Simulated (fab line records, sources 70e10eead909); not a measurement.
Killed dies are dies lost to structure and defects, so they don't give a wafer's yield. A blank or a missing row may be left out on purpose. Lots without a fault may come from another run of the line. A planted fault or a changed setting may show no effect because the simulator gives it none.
A struck lot beside a sound one | flow nand_harc | 19 steps out of a route of 1159
Sound: wafers L545.1, L545.3, L545.4. Struck: wafers L554.3, L554.4, L554.5. The cause comes at the end.
At each step with rows: each side's tool, then ch and its chambers, then its first start. Under that, the readings that differ: sound wafers | struck wafers | difference of the means | sigmas: that difference in standard deviations of wafers without a fault.
alike: readings whose means differ by less than 2 such deviations, and words and numbers that are the same on both sides. not compared: withheld readings, readings that some wafer has no value for, bounds like >300 that may hide the same value, and numbers for which the record gives no deviation and whose values overlap.
The two part at a step that has a row with sigmas, a row that says differs or no value, or rows on one side only. Numbers that don't overlap but have no deviation are shown without sigmas and don't part them. A reading that every wafer of one side lacks parts them only if that side has two wafers or more.

NHARC_A_ONON_D1_INSPECT_32:
  sound on defect_inspect-01, day 9 05:01; struck on defect_inspect-01, day 12 02:02
  alike: raw_defect_count
NHARC_A_CHANNEL_HOLE_D1_DEP_00: deposits aC, target thk 3100 nm.
  sound on acl_dep-01 ch 0, day 9 05:44; struck on acl_dep-03 ch 0, day 12 02:44
  alike: throttle_valve_pct
NHARC_A_CHANNEL_HOLE_D1_DEP_01: deposits SiON, target thk 140 nm.
  sound on pecvd-02 ch 0,1, day 9 07:43; struck on pecvd-01 ch 0,1,2, day 12 04:01
  alike: heater_power_outer_w, heater_power_w, rf_fwd_power_W
then, 8 steps without rows for these wafers: NHARC_A_CHANNEL_HOLE_D1_DEHYDRATE_02 (time 120 s); NHARC_A_CHANNEL_HOLE_D1_HMDS_03 (time 30 s); NHARC_A_CHANNEL_HOLE_D1_COAT_36 (time 75 s); NHARC_A_CHANNEL_HOLE_D1_COAT_37 (time 65 s); NHARC_A_CHANNEL_HOLE_D1_COAT_04 (resist thk 90 nm); NHARC_A_CHANNEL_HOLE_D1_SOFTBAKE_05 (time 55 s); NHARC_A_CHANNEL_HOLE_D1_EBR_06; NHARC_A_CHANNEL_HOLE_D1_EXPOSE_07 (exposes mask HOLE D1, target cd 100 nm).
NHARC_A_CHANNEL_HOLE_D1_PEB_08: peb time 65 s.
  sound on litho_track-06 ch 0, day 9 08:11; struck on litho_track-04 ch 0, day 12 04:40
then, 1 step without rows for these wafers: NHARC_A_CHANNEL_HOLE_D1_DEVELOP_09 (develop time 35 s).
NHARC_A_CHANNEL_HOLE_D1_CD_MEAS_10: target cd 100 nm.
  sound on cd_sem-01 ch 0, day 9 08:16; struck on cd_sem-01 ch 0, day 12 04:45
  alike: cd_nm
NHARC_A_CHANNEL_HOLE_D1_OVL_MEAS_11:
  sound on overlay-02, day 9 08:22; struck on overlay-02, day 12 04:50
  alike: overlay_x_nm, overlay_y_nm
NHARC_A_CHANNEL_HOLE_D1_INSPECT_12:
  sound on defect_inspect-01, day 9 08:24; struck on defect_inspect-02, day 12 04:52
  alike: raw_defect_count
NHARC_A_CHANNEL_HOLE_D1_DESCUM_15: chemistry O2, time 3 s.
  sound on rie_diel-01 ch 0,1,2, day 9 08:28; struck on rie_diel-02 ch 1,2,3, day 12 04:56
  alike: drypump_motor_current_A, oes_product_au, rf_vpp_V, showerhead_plenum_p_Torr, throttle_valve_pct
  not compared: rf_hours_counter_h, model.A_CHANNEL_HOLE_D1.cd_nm
NHARC_A_CHANNEL_HOLE_D1_ETCH_38: etches the open film in CF4, target depth 39 nm, time 65 s.
  sound on rie_diel-01 ch 0,2,3, day 9 08:33; struck on rie_diel-02 ch 0,1,3, day 12 05:01
  alike: drypump_motor_current_A, oes_product_au, rf_fwd_power_W, rf_vpp_V, showerhead_plenum_p_Torr, throttle_valve_pct
  not compared: rf_hours_counter_h, model.A_CHANNEL_HOLE_D1.cd_nm
NHARC_A_CHANNEL_HOLE_D1_ETCH_39: etches the open film in N2/H2, target depth 260 nm, time 325 s.
  sound on rie_diel-01 ch 0,1,2; struck on rie_diel-02 ch 0,1
  reading                     | sound       | struck      | difference | sigmas
  drypump_motor_current_A (A) | 6.7 6.1 6.2 | 5.6 5.0 5.6 | -0.9       | -2
  alike: oes_product_au, rf_fwd_power_W, rf_vpp_V, showerhead_plenum_p_Torr, throttle_valve_pct
  not compared: rf_hours_counter_h

WHERE THEY PART
Only at NHARC_A_CHANNEL_HOLE_D1_ETCH_39, within this record.

WHY: what the simulator had put in
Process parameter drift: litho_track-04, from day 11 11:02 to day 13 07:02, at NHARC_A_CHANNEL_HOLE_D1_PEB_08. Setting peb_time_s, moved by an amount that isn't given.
